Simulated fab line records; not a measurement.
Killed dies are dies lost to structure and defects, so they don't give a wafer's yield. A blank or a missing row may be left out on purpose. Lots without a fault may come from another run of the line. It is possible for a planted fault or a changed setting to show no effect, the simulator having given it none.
fab line records | flow n5Finfet | part 1 of 2: steps 1 to 4 of 6
[record] lots = 22 wafers = 66 lastDay = 17
route steps=1938 shown BEOL_M3@980 BEOL_M4@1039
lots that met no fault: taken from a fault-free run of the same line
startH: hours from the record's opening day to when the first of the lot's shown wafers began | waitH: how many hours have passed since the lot's step before this one | " identical to the entry in the row above | L1.1+2: several wafers, shown together as one row | - no value, or no start was given | * or withheld: withheld | < > ~ a bound
route shown NAME@n: names a module that has steps shown in the file, with the first one's number in the route | usual: mean/standard deviation of fault-free wafers | same: alike in all rows | chamber/n: place in a boat | sites: each site's reading | _std_site: the standard deviation of these | _edge_site: outer sites' mean less inner sites' | radiusMm: for every site, how far away it sits from the centre of the wafer | mask NAME#n: copy n | behind: the tool/chamber that last shaped the wafer | hold: reason for holding the lot/hours on hold/outcome of the hold | device: which transistor (n, p or np) failed to switch | end of line: tests of these same wafers at the route's end | a step with no rows: only its recipe | killed: dies that structure and defects cost at the first sort, which is not the same as the wafer's yield | map: a wafer's dies, marking killed ones x, the rest . and places with no die _
set.NAME: the setting that was run; set.NAME@STEP: the one run at that earlier step | model.NAME: the simulator's own value behind a step, which no gauge read
route steps across a sampled set of lots; one table per step, one row per wafer
services: when a tool's chamber went out of use (startH, in hours from the record's first day, below 0 if earlier), for how many hours, and the reason
[[steps]]
[step N5_BEOL_M3_TRENCH_ETCH_37]
[recipe] chemistry = C4F6/O2 targetDepthA = 555.55 target = SiOC timeS = 29.2 ionEnergyEv = 250 pressureMtorr = 30 sourceW = 355 biasW = 185 Ar_flow_sccm = 300 C4F6_flow_sccm = 10 O2_flow_sccm = 10
[usual] drypumpMotorCurrentA = 5.9/0.36 oesProductAu = 0.78/0.079 rfFwdPowerW = 350.8/1.6 rfVppV = 657/15 showerheadPlenumPTorr = 2.81/0.11 throttleValvePct = 20.8/0.32
// columns lot.wafer tool chamber startH waitH drypumpMotorCurrentA oesProductAu rfFwdPowerW rfHoursCounterH rfVppV showerheadPlenumPTorr throttleValvePct
L074.2 rieDiel-02 1 - - 6.0 0.72 352.7 190 647 2.69 20.7
L074.5 " 1 " " 6.0 0.71 354.0 - 644 2.69 20.7
L074.6 " 2 " " 5.7 0.85 348.4 - 671 3.00 20.9
L076.1 rieDiel-02 1 - - 6.0 0.70 351.2 193 644 2.69 20.7
L076.4 " 3 " " 6.2 0.85 352.6 70 671 2.79 20.8
L076.6 " 2 " " 5.7 0.84 349.1 - 672 3.00 20.9
L075.2 rieDiel-05 0 - - 5.5 0.89 352.3 57 662 2.79 20.5
L075.5 " 1 " " 5.5 0.71 351.1 - 650 2.72 21.4
L075.6 " 2 " " 6.0 0.76 348.6 - 651 2.63 20.5
L077.1 rieDiel-06 0 - - 6.3 0.88 347.9 45 649 2.87 20.7
L077.4 " 3 " " 6.5 0.95 351.2 9 648 2.80 20.3
L077.5 " 3 " " 6.5 0.97 352.8 - 649 2.80 20.3
L078.1 rieDiel-06 3 - - 6.5 0.95 351.4 10 648 2.80 20.3
L078.2 " 0 " " 6.3 0.86 349.6 46 650 2.87 20.7
L078.3 " 1 " " 5.8 0.70 351.1 215 662 2.71 21.2
L080.2 rieDiel-06 2 - - 5.6 0.76 351.7 153 664 2.98 20.7
L080.4 " 0 " " 6.3 0.87 351.7 50 649 2.86 20.7
L080.5 " 0 " " 6.3 0.86 349.4 - 649 2.86 20.7
L079.2 rieDiel-05 1 - - 5.5 0.71 351.6 209 648 2.72 21.4
L079.4 " 0 " " 5.5 0.89 350.1 62 663 2.79 20.5
L079.6 " 3 " " 5.9 0.75 348.5 - 703 2.98 21.3
L082.1 rieDiel-06 2 - - 5.6 0.74 351.1 155 661 2.98 20.7
L082.4 " 1 " " 5.7 0.70 352.8 221 663 2.71 21.2
L082.5 " 1 " " 5.7 0.70 352.6 - 662 2.71 21.2
L081.1 rieDiel-02 1 - - 6.0 0.70 351.2 206 647 2.68 20.7
L081.4 " 0 " " 5.3 0.73 351.7 162 631 2.81 20.7
L081.5 " 0 " " 5.2 0.74 354.1 - 632 2.81 20.7
L084.1 rieDiel-05 0 - - 5.5 0.88 350.3 67 662 2.78 20.5
L084.2 " 2 " " 6.0 0.75 347.5 144 653 2.63 20.5
L084.5 " 1 " " 5.5 0.71 351.6 - 649 2.72 21.4
L083.1 rieDiel-06 1 - - 5.7 0.70 353.4 224 663 2.71 21.2
L083.4 " 0 " " 6.3 0.85 346.4 56 650 2.86 20.7
L083.5 " 2 " " 5.6 0.73 350.5 - 660 2.98 20.7
L085.3 rieDiel-06 2 - - 5.6 0.74 351.2 163 661 2.98 20.7
L085.4 " 0 " " 6.3 0.85 348.4 60 650 2.86 20.7
L085.5 " 1 " " 5.7 0.71 350.3 - 664 2.71 21.2
L086.3 rieDiel-06 2 - - 5.6 0.73 349.1 166 660 2.97 20.7
L086.4 " 1 " " 5.8 0.70 353.6 233 663 2.70 21.2
L086.6 " 3 " " 6.5 0.91 350.7 - 648 2.79 20.3
L088.1 rieDiel-05 0 - - 5.5 0.87 351.1 77 663 2.78 20.5
L088.4 " 1 " " 5.5 0.71 351.8 223 649 2.71 21.4
L088.5 " 0 " " 5.5 0.86 350.6 - 662 2.78 20.5
L089.2 rieDiel-02 0 - - 5.3 0.73 351.7 174 630 2.80 20.7
L089.4 " 3 " " 6.2 0.83 353.1 - 670 2.78 20.8
L089.6 " 0 " " 5.2 0.74 354.4 - 632 2.80 20.7
L090.2 rieDiel-06 3 - - 6.5 0.90 352.8 30 647 2.79 20.3
L090.3 " 0 " " 6.3 0.84 349.0 66 649 2.86 20.7
L090.6 " 2 " " 5.6 0.75 350.6 - 662 2.97 20.7
L091.1 rieDiel-05 0 - - 5.5 0.86 352.6 79 663 2.78 20.5
L091.3 " 1 " " 5.5 0.71 350.4 226 647 2.71 21.5
L091.6 " 3 " " 5.9 0.74 347.3 - 703 2.97 21.3
L092.2 rieDiel-06 0 - - 6.3 0.83 349.4 69 648 2.86 20.8
L092.4 " 1 " " 5.8 0.70 350.7 238 662 2.70 21.2
L092.5 " 1 " " 5.8 0.70 351.9 - 662 2.70 21.2
L093.2 rieDiel-06 2 - - 5.6 0.72 351.5 177 663 2.97 20.8
L093.3 " 0 " " 6.3 0.83 351.1 78 649 2.85 20.8
L093.5 " 3 " " 6.5 0.89 352.2 - 646 2.78 20.3
L094.1 rieDiel-02 1 - - 6.0 0.68 351.5 226 645 2.67 20.7
L094.4 " 1 " " 6.0 0.68 349.3 - 646 2.67 20.7
L094.5 " 1 " " 6.0 0.68 349.4 - 645 2.67 20.8
L096.2 rieDiel-02 3 - - 6.2 0.81 353.9 106 669 2.77 20.8
L096.3 " 0 " " 5.2 0.73 351.0 182 631 2.80 20.7
L096.5 " 3 " " 6.2 0.82 353.1 - 669 2.77 20.8
L097.1 rieDiel-06 0 - - 6.3 0.81 348.0 87 649 2.85 20.8
L097.2 " 3 " " 6.5 0.87 351.1 51 648 2.78 20.4
L097.3 " 2 " " 5.6 0.71 351.7 187 662 2.96 20.8
[step N5_BEOL_M3_ETCH_41]
[recipe] chemistry = CH3F/O2 target = SiCN targetDepthA = 299 taperDeg = 2 timeS = 52.5 ionEnergyEv = 120 maskMaterial = TiN pressureMtorr = 30 sourceW = 395 biasW = 75 Ar_flow_sccm = 150 CH3F_flow_sccm = 30 O2_flow_sccm = 20
[usual] drypumpMotorCurrentA = 5.9/0.37 oesProductAu = 0.79/0.078 rfFwdPowerW = 391.8/1.6 rfVppV = 296.7/1.8 showerheadPlenumPTorr = 1.97/0.08 throttleValvePct = 16.3/0.31
// columns lot.wafer tool chamber startH waitH drypumpMotorCurrentA oesProductAu rfFwdPowerW rfHoursCounterH rfVppV showerheadPlenumPTorr throttleValvePct
L074.2 rieDiel-02 1 - - 6.0 0.72 391.9 190 296.4 1.89 16.3
L074.5 " 1 " " 6.0 0.71 392.3 - 294.6 1.89 16.3
L074.6 " 2 " " 5.7 0.86 390.4 - 298.8 2.11 16.3
L076.1 rieDiel-02 1 - - 6.0 0.71 391.2 193 296.3 1.89 16.3
L076.4 " 3 " " 6.2 0.85 392.3 70 296.1 1.95 16.1
L076.6 " 2 " " 5.7 0.85 388.9 - 298.7 2.11 16.3
L075.2 rieDiel-05 0 - - 5.5 0.89 395.1 57 296.0 1.96 15.9
L075.5 " 1 " " 5.5 0.72 391.8 - 295.3 1.91 16.8
L075.6 " 2 " " 6.0 0.75 387.6 - 294.9 1.84 16.0
L077.1 rieDiel-06 0 - - 6.3 0.87 389.7 45 298.2 2.02 16.2
L077.4 " 3 " " 6.6 0.95 391.4 9 296.8 1.96 15.7
L077.5 " 3 " " 6.5 0.95 392.4 - 296.9 1.96 15.7
L078.1 rieDiel-06 3 - - 6.5 0.95 392.3 10 297.6 1.96 15.7
L078.2 " 0 " " 6.3 0.88 390.3 46 298.0 2.02 16.2
L078.3 " 1 " " 5.8 0.70 393.8 215 294.6 1.90 16.6
L080.2 rieDiel-06 2 - - 5.6 0.75 393.9 153 297.8 2.09 16.2
L080.4 " 0 " " 6.3 0.87 390.5 50 298.6 2.02 16.2
L080.5 " 0 " " 6.3 0.86 392.1 - 297.2 2.02 16.2
L079.2 rieDiel-05 1 - - 5.5 0.72 394.2 209 294.5 1.91 16.8
L079.4 " 0 " " 5.5 0.89 393.1 62 294.9 1.95 15.9
L079.6 " 3 " " 5.9 0.75 390.3 - 297.6 2.10 16.7
L082.1 rieDiel-06 2 - - 5.6 0.76 389.5 156 299.1 2.09 16.2
L082.4 " 1 " " 5.7 0.71 394.9 221 294.9 1.90 16.6
L082.5 " 1 " " 5.8 0.70 391.6 - 295.2 1.90 16.7
L081.1 rieDiel-02 1 - - 6.0 0.71 389.2 206 295.0 1.88 16.3
L081.4 " 0 " " 5.3 0.75 392.7 162 297.4 1.98 16.3
L081.5 " 0 " " 5.3 0.74 391.3 - 295.6 1.98 16.3
L084.1 rieDiel-05 0 - - 5.5 0.89 392.2 67 296.5 1.95 16.0
L084.2 " 2 " " 6.0 0.76 389.7 144 295.7 1.84 16.1
L084.5 " 1 " " 5.5 0.72 393.3 - 294.9 1.91 16.9
L083.1 rieDiel-06 1 - - 5.7 0.71 392.1 224 293.3 1.90 16.6
L083.4 " 0 " " 6.3 0.86 390.4 56 298.2 2.01 16.2
L083.5 " 2 " " 5.6 0.74 389.7 - 299.6 2.09 16.2
L085.3 rieDiel-06 2 - - 5.6 0.74 392.5 163 298.5 2.09 16.2
L085.4 " 0 " " 6.3 0.85 389.7 60 297.1 2.01 16.2
L085.5 " 1 " " 5.7 0.71 394.2 - 296.8 1.90 16.7
L086.3 rieDiel-06 2 - - 5.6 0.73 390.4 166 296.8 2.09 16.2
L086.4 " 1 " " 5.7 0.70 393.5 233 295.2 1.89 16.7
L086.6 " 3 " " 6.5 0.91 394.0 - 295.9 1.96 15.7
L088.1 rieDiel-05 0 - - 5.5 0.87 392.0 77 295.3 1.95 16.0
L088.4 " 1 " " 5.5 0.71 391.1 223 295.4 1.90 16.9
L088.5 " 0 " " 5.5 0.87 391.6 - 295.6 1.95 16.0
L089.2 rieDiel-02 0 - - 5.2 0.73 392.9 174 297.5 1.97 16.3
L089.4 " 3 " " 6.2 0.82 393.3 - 297.5 1.95 16.2
L089.6 " 0 " " 5.2 0.73 394.0 - 296.4 1.97 16.3
L090.2 rieDiel-06 3 - - 6.5 0.91 390.4 30 296.1 1.95 15.8
L090.3 " 0 " " 6.3 0.83 389.8 66 299.0 2.01 16.2
L090.6 " 2 " " 5.6 0.72 389.3 - 298.1 2.09 16.2
L091.1 rieDiel-05 0 - - 5.5 0.87 394.0 79 297.7 1.95 16.0
L091.3 " 1 " " 5.5 0.71 392.6 226 293.9 1.90 16.9
L091.6 " 3 " " 6.0 0.74 390.3 - 299.1 2.09 16.7
L092.2 rieDiel-06 0 - - 6.3 0.83 389.6 69 297.4 2.01 16.3
L092.4 " 1 " " 5.8 0.69 393.3 238 295.1 1.89 16.7
L092.5 " 1 " " 5.7 0.70 392.1 - 294.0 1.89 16.7
L093.2 rieDiel-06 2 - - 5.6 0.72 394.6 177 299.5 2.09 16.2
L093.3 " 0 " " 6.3 0.82 390.2 78 296.9 2.01 16.3
L093.5 " 3 " " 6.4 0.88 391.3 - 296.4 1.95 15.8
L094.1 rieDiel-02 1 - - 6.0 0.68 391.7 226 294.9 1.88 16.3
L094.4 " 1 " " 6.0 0.68 391.5 - 294.6 1.88 16.3
L094.5 " 1 " " 6.0 0.69 393.3 - 295.8 1.88 16.3
L096.2 rieDiel-02 3 - - 6.2 0.82 394.6 106 297.6 1.94 16.2
L096.3 " 0 " " 5.3 0.73 392.8 182 297.3 1.97 16.3
L096.5 " 3 " " 6.2 0.82 392.7 - 296.5 1.94 16.2
L097.1 rieDiel-06 0 - - 6.3 0.81 393.2 87 297.3 2.00 16.3
L097.2 " 3 " " 6.5 0.87 391.3 51 295.8 1.95 15.8
L097.3 " 2 " " 5.6 0.72 392.9 187 298.8 2.08 16.2
[step N5_BEOL_M3_ANNEAL_82]
[recipe] tempC = 400 timeS = 240 ambient = vacuum
[usual] heaterPowerW = 839/97
// columns lot.wafer tool chamber startH waitH heaterPowerW
L074.2 pvdSputter-03 - 158.03 0.0 847
L074.5 " - " " 1003
L074.6 " - " " 843
L076.1 pvdSputter-03 - 167.60 0.0 1012
L076.4 " - " " 1000
L076.6 " - " " 840
L075.2 pvdSputter-02 - 176.18 0.0 859
L075.5 " - " " 717
L075.6 " - " " 811
L077.1 pvdSputter-01 - 179.15 0.0 730
L077.4 " - " " 945
L077.5 " - " " 705
L078.1 pvdSputter-02 - 181.81 0.0 863
L078.2 " - " " 804
L078.3 " - " " 814
L080.2 pvdSputter-03 - 193.65 0.0 830
L080.4 " - " " 947
L080.5 " - " " 954
L079.2 pvdSputter-02 - 196.88 0.0 817
L079.4 " - " " 854
L079.6 " - " " 860
L082.1 pvdSputter-01 - 201.70 0.0 933
L082.4 " - " " 726
L082.5 " - " " 700
L081.1 pvdSputter-03 - 210.16 0.0 1004
L081.4 " - " " 826
L081.5 " - " " 844
L084.1 pvdSputter-01 - 212.99 0.0 724
L084.2 " - " " 915
L084.5 " - " " 729
L083.1 pvdSputter-03 - 213.23 0.0 841
L083.4 " - " " 1022
L083.5 " - " " 954
L085.3 pvdSputter-01 - 228.77 0.0 735
L085.4 " - " " 727
L085.5 " - " " 763
L086.3 pvdSputter-01 - 242.39 0.0 915
L086.4 " - " " 696
L086.6 " - " " 917
L088.1 pvdSputter-01 - 246.48 0.0 696
L088.4 " - " " 734
L088.5 " - " " 918
L089.2 pvdSputter-02 - 248.95 0.0 842
L089.4 " - " " 806
L089.6 " - " " 811
L090.2 pvdSputter-03 - 249.09 0.0 909
L090.3 " - " " 995
L090.6 " - " " 803
L091.1 pvdSputter-03 - 257.67 0.0 827
L091.3 " - " " 1017
L091.6 " - " " 940
L092.2 pvdSputter-01 - 260.83 0.0 725
L092.4 " - " " 686
L092.5 " - " " 697
L093.2 pvdSputter-02 - 279.04 0.0 742
L093.3 " - " " 855
L093.5 " - " " 859
L094.1 pvdSputter-03 - 285.54 0.0 1005
L094.4 " - " " 826
L094.5 " - " " 826
L096.2 pvdSputter-03 - 288.75 0.0 916
L096.3 " - " " 1007
L096.5 " - " " 839
L097.1 pvdSputter-03 - 303.43 0.0 849
L097.2 " - " " 990
L097.3 " - " " 938
[step N5_BEOL_M3_SPUTTER_86]
[recipe] material = Cu targetThkA = 45 tempC = -20 chamberPressurePa = 0.07 powerW = withheld timeS = 8.29
[usual] chamberPressurePa = 0.07002/0.00014 throttleValvePct = 30.4/0.79
// columns lot.wafer tool chamber startH waitH chamberPressurePa throttleValvePct
L074.2 pvdSputter-03 - 158.17 0.1 0.06986 30.6
L074.5 " - " " 0.07008 29.4
L074.6 " - " " 0.07013 30.8
L076.1 pvdSputter-03 - 167.74 0.1 0.06991 29.6
L076.4 " - " " 0.06999 29.7
L076.6 " - " " 0.07011 30.8
L075.2 pvdSputter-02 - 176.32 0.1 0.07003 29.2
L075.5 " - " " 0.07017 29.3
L075.6 " - " " 0.07006 32.2
L077.1 pvdSputter-01 - 179.29 0.1 0.06995 30.4
L077.4 " - " " 0.07001 29.6
L077.5 " - " " 0.06989 30.3
L078.1 pvdSputter-02 - 181.95 0.1 0.06985 29.2
L078.2 " - " " 0.0699 30.9
L078.3 " - " " 0.07008 32.5
L080.2 pvdSputter-03 - 193.79 0.1 0.07001 30.6
L080.4 " - " " 0.07017 30.6
L080.5 " - " " 0.06993 29.5
L079.2 pvdSputter-02 - 197.02 0.1 0.06995 32.3
L079.4 " - " " 0.06979 29.6
L079.6 " - " " 0.06999 29.1
L082.1 pvdSputter-01 - 201.84 0.1 0.07017 29.7
L082.4 " - " " 0.06989 30.6
L082.5 " - " " 0.07017 30.4
L081.1 pvdSputter-03 - 210.30 0.1 0.06987 29.6
L081.4 " - " " 0.07015 30.8
L081.5 " - " " 0.06992 30.6
L084.1 pvdSputter-01 - 213.13 0.1 0.07019 30.2
L084.2 " - " " 0.07012 29.7
L084.5 " - " " 0.06992 30.6
L083.1 pvdSputter-03 - 213.37 0.1 0.07018 30.7
L083.4 " - " " 0.06992 29.5
L083.5 " - " " 0.07011 30.4
L085.3 pvdSputter-01 - 228.91 0.1 0.07012 30.9
L085.4 " - " " 0.07 30.5
L085.5 " - " " 0.07019 30.7
L086.3 pvdSputter-01 - 242.53 0.1 0.06995 29.6
L086.4 " - " " 0.07003 30.6
L086.6 " - " " 0.07001 29.5
L088.1 pvdSputter-01 - 246.62 0.1 0.07003 30.8
L088.4 " - " " 0.07025 30.5
L088.5 " - " " 0.07008 29.7
L089.2 pvdSputter-02 - 249.09 0.1 0.07026 29.1
L089.4 " - " " 0.06974 32.8
L089.6 " - " " 0.06988 32.7
L090.2 pvdSputter-03 - 249.23 0.1 0.06996 30.7
L090.3 " - " " 0.07002 29.5
L090.6 " - " " 0.07001 30.8
L091.1 pvdSputter-03 - 257.81 0.1 0.07012 30.7
L091.3 " - " " 0.06987 29.6
L091.6 " - " " 0.07014 30.6
L092.2 pvdSputter-01 - 260.97 0.1 0.0699 30.2
L092.4 " - " " 0.07014 30.7
L092.5 " - " " 0.06991 30.9
L093.2 pvdSputter-02 - 279.18 0.1 0.06979 29.2
L093.3 " - " " 0.07018 29.2
L093.5 " - " " 0.07025 29.3
L094.1 pvdSputter-03 - 285.68 0.1 0.07005 29.5
L094.4 " - " " 0.07026 30.5
L094.5 " - " " 0.07002 30.7
L096.2 pvdSputter-03 - 288.89 0.1 0.06996 30.4
L096.3 " - " " 0.0699 29.9
L096.5 " - " " 0.06995 30.7
L097.1 pvdSputter-03 - 303.57 0.1 0.0704 30.6
L097.2 " - " " 0.07005 29.5
L097.3 " - " " 0.0703 30.4
